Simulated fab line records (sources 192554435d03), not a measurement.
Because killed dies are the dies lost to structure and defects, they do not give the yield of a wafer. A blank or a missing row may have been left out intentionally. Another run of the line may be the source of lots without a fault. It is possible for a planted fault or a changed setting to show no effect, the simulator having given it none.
Matching of chambers ; flow n5Finfet ; N5_GATE_CUT_CMP_02 on cmp-01 has 4 sister chambers
The step polishes, stops on SiO2, t overpolish 12.7 s, target thk 0 nm. 8 wafers are shown with their chamber, then 9 later ones without.

WAFERS WITH THEIR CHAMBER
wafer;chamber;motorCurrentA (A);timeToEndpointS (s)
L080.2;2;11.4;25.5
L080.6;0;9.8;24.3
L083.1;1;11.1;25.4
L083.3;0;9.6;24.2
L083.4;3;9.5;27.7
L086.3;3;10.4;27.6
L086.4;2;11.6;29.0
L086.5;1;11.9;27.3

WAFERS MISSING THEIR CHAMBER
wafer;motorCurrentA (A);timeToEndpointS (s)
L087.3;11.0;26.6
L087.4;9.9;23.8
L087.5;9.8;24.7
L095.2;9.4;24.0
L095.3;9.9;23.6
L095.4;11.3;21.9
L096.1;10.9;24.5
L096.2;11.8;26.0
L096.4;9.5;22.5

WHICH CHAMBER EACH ONE RAN IN
wafer;from the rows above;in truth
L087.3;can't be placed: 1 or 2 or 3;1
L087.4;0;0
L087.5;can't be placed: 0 or 3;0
L095.2;0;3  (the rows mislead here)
L095.3;0;0
L095.4;can't be placed: 1 or 2 or 0 or 3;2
L096.1;can't be placed: 1 or 2 or 0 or 3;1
L096.2;can't be placed: 1 or 2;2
L096.4;0;0
Correctly placed: 3 of 9. Not placeable from these rows: 5 (in 5, the candidates include the true chamber). 1 placed wrongly.
How it was worked out, from the rows above alone: a wafer's distance from a chamber is the root of the sum, over the readings, of the square of ((its reading less the chamber's mean) divided by the reading's scatter). The wafer belongs to the nearest chamber; if the next one is less than 2 further off, it can't be placed. A chamber's mean is the mean of its shown wafers. The scatter: take each reading less its chamber's mean, square it, sum over the shown wafers, divide by the number of wafers less the number of chambers, and take the root.
